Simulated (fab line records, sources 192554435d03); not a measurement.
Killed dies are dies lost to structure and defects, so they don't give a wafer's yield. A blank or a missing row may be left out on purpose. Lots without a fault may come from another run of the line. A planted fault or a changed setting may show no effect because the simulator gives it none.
fab line records | flow n5_finfet
record lots=6 wafers=18 last_day=19
route steps=1938 shown MIM_TOP_LITHO@1848 MIM_TOP_ETCH@1851 MIM_BOT_LITHO@1854
lots that met no fault: from a run of the same line without faults
start_h: hours from the record's first day to the start of the lot's first wafer shown | wait_h: hours since the lot's step before | " the same as in the row above | L1.1+2: a row that stands for several wafers | - no value, or no start given | * or withheld: withheld | < > ~ a bound
route shown NAME@n: a module of which the file shows steps, and the number in the route of the first | usual: mean/standard deviation of fault-free wafers | same: alike in all rows | chamber/n: place in a boat | sites: the reading at each site | _std_site: their standard deviation | _edge_site: outer sites' mean less inner sites' | radius_mm: how far each site lies from the wafer's centre | mask NAME#n: copy n | behind: the tool/chamber that last shaped the wafer | hold: why the lot was held/for how many hours/how that ended | device: the transistor (n, p or np) that didn't switch | end of line: the same wafers' tests at the end of the route | a step without rows: its recipe alone | killed: dies lost to structure and defects at the first sort, not the wafer's yield | map: a wafer's dies, x killed, . not, _ none there
set.NAME: the setting as run; set.NAME@STEP: as run at that earlier step | model.NAME: the simulator's own value behind a step, which no gauge read
lots at some steps of the route; a table a step, a row a wafer
services: from which hour (start_h, from the record's first day; less than 0 if before it) a tool's chamber was out of use, for how many hours, and why
## steps
# step N5_MIM_TOP_LITHO_OVL_MEAS_11
# recipe points_per_wafer=44
# usual MIM_TOP_OVL=-4/5.9
# columns lot.wafer tool chamber start_h wait_h MIM_TOP_OVL[nm]
L633.1 overlay-01 0 330.58 0.0 -6
L633.5 " 0 " " -5
L633.6 " 0 " " -2
L634.2 overlay-02 0 345.93 0.0 -13
L634.3 " 0 " " -8
L634.6 " 0 " " -9
L640.1 overlay-01 0 350.07 0.0 -12
L640.4 " 0 " " -6
L640.6 " 0 " " -9
L653.1 overlay-01 0 400.29 0.0 1
L653.4 " 0 " " -4
L653.5 " 0 " " 2
L652.1 overlay-01 0 420.45 0.0 -9
L652.2 " 0 " " -10
L652.4 " 0 " " 3
L655.3 overlay-01 0 450.85 0.0 -10
L655.5 " 0 " " -6
L655.6 " 0 " " 0
# step N5_MIM_TOP_LITHO_INSPECT_12
# recipe mode=adi inspect_instrument=macro
# usual raw_defect_count=2.1/1.2
# columns lot.wafer tool chamber start_h wait_h raw_defect_count
L633.1 defect_inspect-01 - 330.61 0.0 1
L633.5 " - " " 3
L633.6 " - " " 5
L634.2 defect_inspect-01 - 345.96 0.0 3
L634.3 " - " " 2
L634.6 " - " " 1
L640.1 defect_inspect-02 - 350.10 0.0 1
L640.4 " - " " 2
L640.6 " - " " 2
L653.1 defect_inspect-01 - 400.31 0.0 4
L653.4 " - " " 4
L653.5 " - " " 1
L652.1 defect_inspect-02 - 420.48 0.0 2
L652.2 " - " " 1
L652.4 " - " " 0
L655.3 defect_inspect-02 - 450.87 0.0 1
L655.5 " - " " 2
L655.6 " - " " 3
# step N5_MIM_TOP_LITHO_DESCUM_10
# recipe chemistry=O2 time_s=7.9 source_power_w=50 bias_power_w=20 pressure_mtorr=20 rf_frequency_hz=2.712e+07 temp_c=40 o2_flow_sccm=225
# usual drypump_motor_current_A=5.9/0.53 oes_product_au=0.84/0.088 rf_vpp_V=243.7/1.4 showerhead_plenum_p_Torr=2.13/0.077 throttle_valve_pct=20.3/0.3
# columns lot.wafer tool chamber start_h wait_h drypump_motor_current_A oes_product_au rf_hours_counter_h rf_vpp_V showerhead_plenum_p_Torr throttle_valve_pct
L633.1 rie_diel-06 3 330.64 0.0 6.8 0.92 16 243.6 2.12 20.0
L633.5 " 3 " " 6.8 0.93 - 245.6 2.12 20.0
L633.6 " 0 " " 5.9 0.70 - 242.9 2.13 20.5
L634.2 rie_diel-06 2 345.99 0.0 6.2 0.93 12 244.9 2.16 20.4
L634.3 " 3 " " 6.8 0.93 22 245.9 2.12 20.0
L634.6 " 3 " " 6.8 0.92 - 245.5 2.12 20.0
L640.1 rie_diel-03 2 350.27 0.2 5.6 0.68 234 240.5 1.97 20.4
L640.4 " 3 " " 6.1 0.93 27 245.3 2.23 20.1
L640.6 " 3 " " 6.0 0.93 - 245.5 2.23 20.1
L653.1 rie_diel-02 3 400.44 0.1 6.3 0.94 5 245.3 2.24 19.9
L653.4 " 0 " " 6.1 0.81 98 244.1 2.21 20.0
L653.5 " 3 " " 6.3 0.94 - 245.2 2.24 19.9
L652.1 rie_diel-03 3 420.54 0.1 6.1 0.89 55 246.5 2.22 20.1
L652.2 " 0 " " 4.9 0.81 82 241.6 2.03 20.2
L652.4 " 3 " " 6.1 0.87 - 245.3 2.22 20.1
L655.3 rie_diel-02 3 450.90 0.0 6.3 0.89 25 244.6 2.23 20.0
L655.5 " 0 " " 6.1 0.81 - 244.4 2.20 20.0
L655.6 " 1 " " 5.5 0.85 - 240.9 2.05 20.7
# step N5_MIM_TOP_ETCH_ETCH_00
# recipe chemistry=Cl2/BCl3 target=TiN target_depth_a=385 ion_energy_ev=150 pressure_mtorr=10 icp_w=1000 bias_w=126 Cl2_flow_sccm=53.25 bcl3_flow_sccm=21.75 Ar_flow_sccm=25
# usual drypump_motor_current_A=5.5/0.58 oes_product_au=0.83/0.061 throttle_valve_pct=22.66/0.26
# columns lot.wafer tool chamber start_h wait_h drypump_motor_current_A oes_product_au rf_hours_counter_h throttle_valve_pct
L633.1 rie_metal-02 1 330.73 0.1 6.4 0.84 29 22.83
L633.5 " 0 " " 4.8 0.92 - 22.38
L633.6 " 1 " " 6.4 0.84 - 22.85
L634.2 rie_metal-01 0 346.12 0.1 5.0 0.82 - 22.67
L634.3 " 0 " " 5.0 0.82 - 22.68
L634.6 " 0 " " 5.0 0.82 - 22.67
L640.1 rie_metal-03 0 350.37 0.1 5.1 0.78 49 23.03
L640.4 " 0 " " 5.1 0.78 - 23.00
L640.6 " 0 " " 5.1 0.77 - 22.99
L653.1 rie_metal-03 0 400.52 0.1 5.1 0.77 54 23.01
L653.4 " 1 " " 6.0 0.92 - 22.34
L653.5 " 1 " " 6.0 0.92 - 22.33
L652.1 rie_metal-02 1 420.62 0.1 6.4 0.81 39 22.86
L652.2 " 0 " " 4.8 0.87 13 22.39
L652.4 " 1 " " 6.4 0.80 - 22.87
L655.3 rie_metal-03 0 451.03 0.1 5.1 0.76 - 23.01
L655.5 " 0 " " 5.2 0.75 - 23.02
L655.6 " 1 " " 6.0 0.89 - 22.36
# step N5_MIM_TOP_ETCH_STRIP_01
# recipe chemistry=O2 power_w=600 temp_c=60 pressure_mtorr=30 rf_frequency_hz=6e+07 bias_power_w=0 overash_fraction=0.5 o2_flow_sccm=225
# usual drypump_motor_current_A=5.7/0.49 oes_product_au=0.82/0.079 rf_vpp_V=3.7/1.6 showerhead_plenum_p_Torr=2.08/0.07 throttle_valve_pct=16.67/0.17
# columns lot.wafer tool chamber start_h wait_h drypump_motor_current_A oes_product_au rf_hours_counter_h rf_vpp_V showerhead_plenum_p_Torr throttle_valve_pct
L633.1 rie_diel-01 0 330.87 0.1 6.1 0.88 32 5.1 2.13 16.64
L633.5 " 1 " " 6.1 0.68 - 3.4 2.17 16.85
L633.6 " 2 " " 5.1 0.80 - 3.4 2.13 16.58
L634.2 rie_diel-05 1 346.47 0.3 5.9 0.82 102 1.7 2.22 16.96
L634.3 " 3 " " 5.0 0.80 86 2.0 2.01 16.48
L634.6 " 3 " " 5.0 0.82 - 5.4 2.01 16.50
L640.1 rie_diel-04 3 350.51 0.1 5.8 0.96 8 4.1 2.07 16.72
L640.4 " 2 " " 5.5 0.73 186 5.4 1.98 16.52
L640.6 " 2 " " 5.5 0.71 - 1.2 1.98 16.54
L653.1 rie_diel-01 1 400.66 0.1 6.1 0.94 13 5.1 2.17 16.36
L653.4 " 0 " " 6.1 0.84 55 3.5 2.12 16.72
L653.5 " 3 " " 6.3 0.82 - 2.5 2.01 16.62
L652.1 rie_diel-01 2 420.83 0.2 5.1 0.78 116 5.4 2.12 16.64
L652.2 " 3 " " 6.3 0.79 105 3.1 2.00 16.63
L652.4 " 0 " " 6.1 0.82 60 4.0 2.12 16.75
L655.3 rie_diel-01 1 451.32 0.3 6.1 0.95 26 3.5 2.16 16.45
L655.5 " 0 " " 6.1 0.81 - 5.8 2.11 16.76
L655.6 " 1 " " 6.2 0.90 - 2.3 2.16 16.42
# step N5_MIM_TOP_ETCH_PECVD_03
# recipe material=SiNx target_thk_a=200 temp_c=400 precursor=SiH4/NH3/N2 pressure_torr=1.5 rf_w=300 time_s=17.6
# usual heater_power_w=797/82 showerhead_plenum_p_Torr=5.13/0.088 throttle_valve_pct=39.7/2.2
# columns lot.wafer tool chamber start_h wait_h heater_power_w showerhead_plenum_p_Torr since_wet_clean_h throttle_valve_pct
L633.1 pecvd-04 0 330.93 - 686 5.15 1035 42.1
L633.5 " 2 " " 715 5.08 - 37.2
L633.6 " 1 " " 826 5.20 - 38.0
L634.2 pecvd-02 0 346.54 - 858 5.19 1413 41.8
L634.3 " 1 " " 807 5.23 2138 39.9
L634.6 " 1 " " 780 5.23 - 39.8
L640.1 pecvd-02 2 350.57 - 830 4.96 663 40.9
L640.4 " 2 " " 844 4.96 - 40.8
L640.6 " 0 " " 820 5.19 - 41.5
L653.1 pecvd-04 0 400.73 - 546 5.14 34 37.2
L653.4 " 0 " " 557 5.16 - 37.5
L653.5 " 1 " " 777 5.19 - 37.9
L652.1 pecvd-02 0 420.89 - 898 5.20 1487 41.8
L652.2 " 2 " " 915 4.96 733 41.1
L652.4 " 0 " " 922 5.20 - 41.5
L655.3 pecvd-02 1 451.39 - 860 5.22 28 37.9
L655.5 " 1 " " 846 5.21 - 37.3
L655.6 " 2 " " 889 4.96 - 41.4
# step N5_MIM_BOT_LITHO_HMDS_01
# recipe time_s=60 temp_c=120
# step N5_MIM_BOT_LITHO_COAT_02
# recipe spin_rpm=* resist_thk_nm=*
# step N5_MIM_BOT_LITHO_EBR_04
# recipe solvent=PGMEA ebr_width_mm=1.5
# step N5_MIM_BOT_LITHO_SOFTBAKE_03
# recipe temp_c=100 time_s=90
# step N5_MIM_BOT_LITHO_EXPOSE_05
# recipe mask_id=MIM_BOT na=0.55 source_shape=conventional sigma_outer=0.8 polarization=unpolarized dose_mj=24.25
# step N5_MIM_BOT_LITHO_PEB_06
# recipe peb_temp_c=withheld peb_time_s=*
# step N5_MIM_BOT_LITHO_DEVELOP_07
# recipe develop_time_s=60 rinse_liquid=diw dry=air_spin dev_temp_c=21
# usual chill_plate_temp_C=22.99/0.094 develop_time_s=60/0 resist_line_temp_C=22.99/0.1
# columns lot.wafer tool chamber start_h wait_h chill_plate_temp_C develop_time_s resist_line_temp_C model.coat_of_MIM_BOT_LITHO_COAT_02.thk_nm
L633.1 litho_track-02 0 331.30 - 23.11 60 22.96 *
L633.5 " 0 " " 23.04 60 23.03 *
L633.6 " 0 " " 23.02 60 23.02 *
L634.2 litho_track-04 - 346.90 - - - - *
L634.3 " - " " - - - *
L634.6 " - " " - - - *
L640.1 litho_track-04 - 350.82 - - - - *
L640.4 " - " " - - - *
L640.6 " - " " - - - *
L653.1 litho_track-02 0 401.09 - 22.99 60 22.97 *
L653.4 " 0 " " 22.94 60 22.91 *
L653.5 " 0 " " 22.78 60 22.72 *
L652.1 litho_track-04 0 421.16 - 22.97 60 23.07 *
L652.2 " 0 " " 22.98 60 22.88 *
L652.4 " 0 " " 22.96 60 22.99 *
L655.3 litho_track-05 0 451.75 - 22.98 60 23.13 *
L655.5 " 0 " " 22.99 60 23.05 *
L655.6 " 0 " " 22.87 60 23.08 *
# step N5_MIM_BOT_LITHO_HARDBAKE_09
# recipe temp_c=130 time_s=120
## services
# columns tool chamber start_h hours kind
pecvd-02 1 314.06 5.5 scheduled_down
rie_metal-02 - 325.49 1.1 repair
rie_diel-02 - 336.28 0.6 repair
rie_diel-01 1 338.42 - clean
rie_diel-01 1 338.42 - consumable_replace:focus_ring
rie_diel-01 1 338.42 24.1 scheduled_down
rie_diel-01 1 338.42 24.1 vent_cycle
rie_metal-01 1 339.18 17.2 repair
rie_metal-03 0 339.98 5.8 repair
pecvd-02 0 355.07 39.7 repair
rie_diel-06 - 367.66 0.3 repair
rie_metal-01 1 374.88 1.7 repair
rie_diel-01 0 378.42 9.6 repair
rie_diel-05 3 378.97 14.3 repair
rie_diel-05 0 379.15 1.6 repair
rie_metal-02 0 383.10 15.2 repair
rie_diel-06 0 391.80 48.8 repair
rie_diel-04 0 399.11 26.0 repair
rie_diel-04 2 402.36 8.4 repair
rie_diel-06 1 404.37 14.4 repair
rie_metal-02 0 408.68 5.2 repair
rie_diel-05 3 430.73 9.2 repair
rie_diel-05 0 449.83 7.7 repair
rie_diel-03 3 451.02 2.2 repair
## key
first_sign step=N5_MIM_BOT_LITHO_DEVELOP_07 reading=tool_record direction=missing
effect none on later readings
model_effect step=N5_MIM_BOT_LITHO_DEVELOP_07 value=coat_of_MIM_BOT_LITHO_COAT_02.thk_nm without=* struck=*
met_at N5_MIM_BOT_LITHO_DEVELOP_07
struck_wafers L634.2,L634.3,L634.6,L640.1,L640.4,L640.6
later_rows_left_out L634.2,L634.3,L634.6,L640.1,L640.4,L640.6
sort_left_out L634.2,L634.3,L634.6,L640.1,L640.4,L640.6
fault kind=skipped_step_whole tool=litho_track-04 chamber=- onset_h=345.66 steps=N5_MIM_BOT_LITHO_DEVELOP_07 scope=struck_lots_only
# sort_left_out: the simulated sort isn't trusted on such a fault, so these wafers' sort isn't shown, and their yield isn't known
# later_rows_left_out: the simulator's readings of these wafers behind a module that went badly wrong aren't trusted and aren't shown, but for the sort
